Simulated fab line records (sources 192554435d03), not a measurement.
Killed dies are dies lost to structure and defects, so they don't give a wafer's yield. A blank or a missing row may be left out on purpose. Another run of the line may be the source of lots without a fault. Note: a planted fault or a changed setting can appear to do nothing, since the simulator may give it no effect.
A lot that was struck, set against a sound lot || flow n5_finfet || 16 steps out of a route of 1938
Sound: these wafers, L792.2, L792.5, L792.6. Wafers L788.2, L788.3, L788.4 were the ones struck. The cause comes at the end.
For every step that has rows: the tool of each side, followed by ch and its chambers, followed by its first start. Under that, the readings that differ: sound wafers || struck wafers || difference of the means || sigmas: that difference in standard deviations of wafers without a fault.
alike: words and numbers the same on both sides, and readings whose means are apart by under 2 such deviations; not compared: readings that were withheld, readings missing a value for some wafer, numbers with overlapping values and no deviation given by the record, and bounds like >300 which may hide the same value.
The two part at a step that has a row with sigmas, a row that says differs or no value, or rows on one side only. Numbers that don't overlap but have no deviation are shown without sigmas and don't part them. A reading that every wafer of one side lacks parts them only if that side has two wafers or more.

first, 2 steps without rows for these wafers: N5_HKMG_FIN_WET_ETCH_77 (etches La2O3 in dHCl, stops on HfO2, target depth 2 nm); N5_HKMG_FIN_WET_ETCH_78 (etches Al2O3 in dNH4OH, stops on La2O3, target depth 4.5 nm, rinse time 30 s).
N5_HKMG_FIN_ALD_79: deposits TiN, target thk 1.5 nm, pulse time 1 s, purge time 3 s.
  sound on ald_metal-01 ch 0,2,3, day 8 20:52; struck on ald_metal-03 ch 0,2,3, day 7 22:19
  alike: chamber_pressure_Torr, heater_power_outer_w, heater_power_w, precursor_pulse_height_rel
N5_HKMG_FIN_CVD_62: deposits a-Si from Si2H6, target thk 3 nm, time 20.8 s.
  sound on thermal_cvd_si-01 ch 0,1,2, day 8 21:13; struck on thermal_cvd_si-01 ch 1,2, day 7 22:40
  alike: chamber_pressure_Torr, heater_power_outer_w, heater_power_w
then, 5 steps without rows for these wafers: N5_HKMG_FIN_RTA_80 (time 2 s); N5_HKMG_FIN_PRECLEAN_64 (cleans in dHF, time 30 s); N5_HKMG_FIN_WET_ETCH_65 (etches a-Si in TMAH, stops on TiN, time 49 s, target depth 3 nm); N5_HKMG_FIN_WET_ETCH_81 (etches TiN in SC1, stops on HfO2, time 57 s, target depth 6 nm); N5_HKMG_FIN_WET_ETCH_82 (etches La2O3 in dHCl, stops on HfO2, target depth 2 nm, rinse time 30 s).
N5_HKMG_FIN_ALD_36: deposits TiN, target thk 1 nm, pulse time 1 s, purge time 3 s.
  sound on ald_metal-01 ch 1,2, day 8 21:37; struck on ald_metal-01 ch 1,2,3, day 7 23:04
  alike: chamber_pressure_Torr, heater_power_outer_w, heater_power_w, precursor_pulse_height_rel
N5_HKMG_FIN_THK_MEAS_70: measures by xrf.
  sound on film_metro-01, day 8 21:54; struck on film_metro-01, day 7 23:21
  alike: HK_THK
N5_HKMG_FIN_PWFM_ALD_03: deposits TiN, target thk 2 nm, pulse time 1 s, purge time 3 s.
  sound on ald_metal-02 ch 0,3, day 8 21:56; struck on ald_metal-02 ch 0,1,2, day 7 23:23
  alike: chamber_pressure_Torr, heater_power_outer_w, heater_power_w, precursor_pulse_height_rel
N5_HKMG_FIN_COAT_29: time 60 s, resist thk 300 nm.
  sound on litho_track-01 ch 0, day 8 22:25; struck on litho_track-04 ch 0, day 7 23:51
{"reading": "chill_plate_temp_C (C)", "sound": "23.09 23.19 23.24", "struck": "22.86 22.94 22.98", "difference": -0.25, "sigmas": -2}
{"reading": "spin_speed_rpm (rpm)", "sound": "1499.7 1499.5 1500.7", "struck": "1455.0 1454.0 1455.4", "difference": -45.2, "sigmas": -46}
{"reading": "model.SOC_of_HKMG_FIN_COAT_29.thk_nm (nm)", "sound": "301 300.8 301", "struck": "305.6 306 305", "difference": "+4.6", "sigmas": ""}
then, 1 step without rows for these wafers: N5_HKMG_FIN_COAT_30 (time 60 s, resist thk 35 nm).
-- the record jumps here: 5 days lie between the struck wafers' starts before and after (it left off in module HKMG_FIN and takes up again in module BEOL_M4, whose first step shown is number 1111 of the route) --
N5_BEOL_M4_RC_MEAS_101:
  sound on prober-01 ch 0, day 12 22:54; struck on prober-02 ch 0, day 12 11:51
{"reading": "DIBL_P (mV/V)", "sound": "32.5 33.4 34.9", "struck": "43.1 37.7 38.5", "difference": "+6.2", "sigmas": "+2"}
{"reading": "IOFF_N (nA/um)", "sound": "0.11 0.11 0.15", "struck": "0.31 0.19 0.20", "difference": "+0.11", "sigmas": "+2"}
{"reading": "IOFF_P (nA/um)", "sound": "0.17 0.17 0.19", "struck": "0.37 0.24 0.26", "difference": "+0.11", "sigmas": "+2"}
{"reading": "VT_N (mV)", "sound": "252 255 252", "struck": "240 245 245", "difference": -10, "sigmas": -2}
{"reading": "VT_P (mV)", "sound": "-254 -254 -252", "struck": "-241 -248 -245", "difference": "+9", "sigmas": "+2"}
  alike: DIBL_N, ION_N, ION_P, SS_N, SS_P
then, 1 step without rows for these wafers: N5_PASSIVATION_PROBE_49.

== WHERE THEY PART ==
Last at N5_BEOL_M4_RC_MEAS_101 as far as this record goes, first at N5_HKMG_FIN_COAT_29.

WHY: what had been put in by the simulator
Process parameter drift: litho_track-04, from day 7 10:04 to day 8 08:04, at N5_HKMG_FIN_COAT_29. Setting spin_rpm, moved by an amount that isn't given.
